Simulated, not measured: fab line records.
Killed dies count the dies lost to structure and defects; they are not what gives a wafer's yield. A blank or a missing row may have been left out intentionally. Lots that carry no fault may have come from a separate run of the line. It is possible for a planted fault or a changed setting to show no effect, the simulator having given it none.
Struck lot and sound lot, side by side | flow n5-finfet | 37 steps out of a route of 1938
Sound: wafers L424.3, L424.5, L424.6. Struck: wafer L412.1 (L412.2, L412.4, from the same lot, were not struck and are left out); the cause is given at the end.
At each step with rows: each side's tool, then ch and its chambers, then its first start. Under that, the readings that differ: sound wafers | struck wafers | difference of the means | sigmas: that difference in standard deviations of wafers without a fault.
alike: readings whose means differ by less than 2 such deviations, and words and numbers that are the same on both sides. not compared: withheld readings, readings that some wafer has no value for, bounds like >300 that may hide the same value, and numbers for which the record gives no deviation and whose values overlap.
The two part at a step that has a row with sigmas, a row that says differs or no value, or rows on one side only. Numbers that don't overlap but have no deviation are shown without sigmas and don't part them. Lack of a reading on every wafer of one side parts them only where that side has two or more wafers.

first, 9 steps without rows for these wafers: N5_HKMG_FIN_SOFTBAKE_44 (time 60 s); N5_HKMG_FIN_EXPOSE_46 (exposes mask NDIPOLE); N5_HKMG_FIN_PEB_47 (peb time 60 s); N5_HKMG_FIN_DEVELOP_48 (develop time 30 s); N5_HKMG_FIN_DESCUM_53 (chemistry O2, time 7.9 s); N5_HKMG_FIN_ETCH_54 (etches SiARC in CF4, target depth 45.5 nm, time 75.8 s); N5_HKMG_FIN_ETCH_55 (etches SOC in N2/H2, target depth 240 nm, time 300 s); N5_HKMG_FIN_STRIP_56 (strips in N2/H2); N5_HKMG_FIN_STRIP_57 (strips in CF4).
N5_HKMG_FIN_ETCH_58: etches SOC in N2/H2, target depth 215.8 nm, time 741 s.
  sound on rie-diel-04 ch 2,3, day 9 19:56; struck on rie-diel-04 ch 1, day 6 19:20
  reading                                   | sound             | struck | difference | sigmas
  run-length-s (s)                          | 764.0 763.9 764.4 | 559.9  | -204.2     | -99 or more
  showerhead-plenum-p-Torr (Torr)           | 2.45 2.45 2.42    | 2.62   | +0.18      | +3
  model.HKMG_FIN.feature-depth-nm (nm)      | 219 219.6 210     | 156.4  | -59.8      |
  model.SOC_of_HKMG_FIN_COAT_41.thk-nm (nm) | 80.4 80.4 89      | 144.4  | +61.1      |
  model.etch.depth-nm (nm)                  | 219 219.6 210     | 156.4  | -59.8      |
  alike: drypump-motor-current-A, oes-product-au, rf-vpp-V, throttle-valve-pct
  not compared: rf-hours-counter-h
N5_HKMG_FIN_STRIP_93: strips SOC in N2/H2, time 20 s.
  sound on rie-diel-04 ch 2,3, day 9 20:22; struck on rie-diel-04 ch 1, day 6 19:46
  reading                                   | sound          | struck | difference | sigmas
  showerhead-plenum-p-Torr (Torr)           | 3.25 3.25 3.20 | 3.45   | +0.22      | +2
  model.SOC_of_HKMG_FIN_COAT_41.thk-nm (nm) | 70.2 70 79     | 134    | +61        |
  alike: drypump-motor-current-A, oes-product-au, rf-vpp-V, throttle-valve-pct
  not compared: rf-hours-counter-h
then, 24 steps without rows for these wafers: N5_HKMG_FIN_WET_ETCH_76 (etches Al2O3 in dNH4OH, stops on La2O3, target depth 2.25 nm, rinse time 30 s); N5_HKMG_FIN_STRIP_60 (strips in N2/H2, time 360 s); N5_HKMG_FIN_WET_ETCH_77 (etches La2O3 in dHCl, stops on HfO2, target depth 2 nm); N5_HKMG_FIN_WET_ETCH_78 (etches Al2O3 in dNH4OH, stops on La2O3, target depth 4.5 nm, rinse time 30 s); N5_HKMG_FIN_ALD_79 (deposits TiN, target thk 1.5 nm, pulse time 1 s, purge time 3 s); N5_HKMG_FIN_CVD_62 (deposits a-Si from Si2H6, target thk 3 nm, time 20.8 s); N5_HKMG_FIN_RTA_80 (time 2 s); N5_HKMG_FIN_PRECLEAN_64 (cleans in dHF, time 30 s); N5_HKMG_FIN_WET_ETCH_65 (etches a-Si in TMAH, stops on TiN, time 49 s, target depth 3 nm); N5_HKMG_FIN_WET_ETCH_81 (etches TiN in SC1, stops on HfO2, time 57 s, target depth 6 nm); N5_HKMG_FIN_WET_ETCH_82 (etches La2O3 in dHCl, stops on HfO2, target depth 2 nm, rinse time 30 s); N5_HKMG_FIN_ALD_36 (deposits TiN, target thk 1 nm, pulse time 1 s, purge time 3 s); N5_HKMG_FIN_PWFM_ALD_03 (deposits TiN, target thk 2 nm, pulse time 1 s, purge time 3 s); N5_HKMG_FIN_COAT_29 (time 60 s, resist thk 300 nm); N5_HKMG_FIN_COAT_30 (time 60 s, resist thk 35 nm); N5_HKMG_FIN_COAT_06 (resist thk 90 nm); N5_HKMG_FIN_EBR_08; N5_HKMG_FIN_SOFTBAKE_07 (time 60 s); N5_HKMG_FIN_EXPOSE_09 (exposes mask NWFM); N5_HKMG_FIN_PEB_10 (peb time 60 s); N5_HKMG_FIN_DEVELOP_11 (develop time 30 s); N5_HKMG_FIN_DESCUM_17 (chemistry O2, time 7.9 s); N5_HKMG_FIN_ETCH_31 (etches SiARC in CF4, target depth 45.5 nm, time 75.8 s); N5_HKMG_FIN_ETCH_32 (etches SOC in N2/H2, target depth 240 nm, time 300 s).
-- a jump in the record: the struck wafers' starts before and after are 4 days apart (it breaks off in module HKMG_FIN and resumes in module BEOL_M4, where the first step shown is number 1111 of the route) --
N5_BEOL_M4_RC_MEAS_101:
  sound on prober-02 ch 0, day 13 14:41; struck on prober-02 ch 0, day 10 22:37
  reading             | sound                      | struck    | difference | sigmas
  IOFF_N (nA/um)      | 0.171 0.152 0.167          | 9.804     | +9.641     | +99 or more
  IOFF_N_85C (nA/um)  | 3.3 3.0 3.3                | 98.5      | +95.3      | +99 or more
  IOFF_N_LIN (nA/um)  | 0.080 0.071 0.078          | 4.531     | +4.455     | +99 or more
  IOFF_N_LONG (nA/um) | 5.76e-05 5.74e-05 5.78e-05 | 0.0032041 | +0.0031465 | +99 or more
  ION_N (uA/um)       | 672 670 675                | 753       | +81        | +8
  VT_N (mV)           | 248 249 250                | 134       | -115       | -38
  VT_N_LONG (mV)      | 273.1 275.3 276.1          | 154.0     | -120.8     | -64
  VT_P_LVT (mV)       | -99 -101 -100              | -109      | -9         | -3
  alike: DIBL_N, DIBL_P, IOFF_P, ION_P, SS_N, SS_P, VT_P
-- the record jumps here: 5 days lie between the struck wafers' starts before and after (it left off in module BEOL_M4 and takes up again in module PASSIVATION, whose first step shown is number 1936 of the route) --
N5_PASSIVATION_PROBE_49:
  sound on prober-01, day 18 01:40; struck on prober-02, day 15 10:38
  reading                | sound          | struck | difference | sigmas
  sort_bin_4_leakage (%) | 0 0 0          | 90.34  | +90.34     |
  sort-n-pass            | 1077 1073 1079 | 0      | -1076      | -67
  sort-yield-pct (%)     | 91.3 90.9 91.4 | 0      | -91        | -65
  alike: defect-limited-yield, killed_at_M0_to_M3, killed_at_M4_up, killed-at-contacts, killed-at-front-end, killed-at-other, killed-dies, killed-open, killed-short, sort_bin_5_function, sort_bin_6_memory

## WHERE THEY PART
Earliest at N5_HKMG_FIN_ETCH_58; latest, in this record, at N5_PASSIVATION_PROBE_49.

WHY: the cause the simulator had injected
rie-diel-04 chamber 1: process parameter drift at N5_HKMG_FIN_ETCH_58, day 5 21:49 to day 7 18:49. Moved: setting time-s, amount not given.
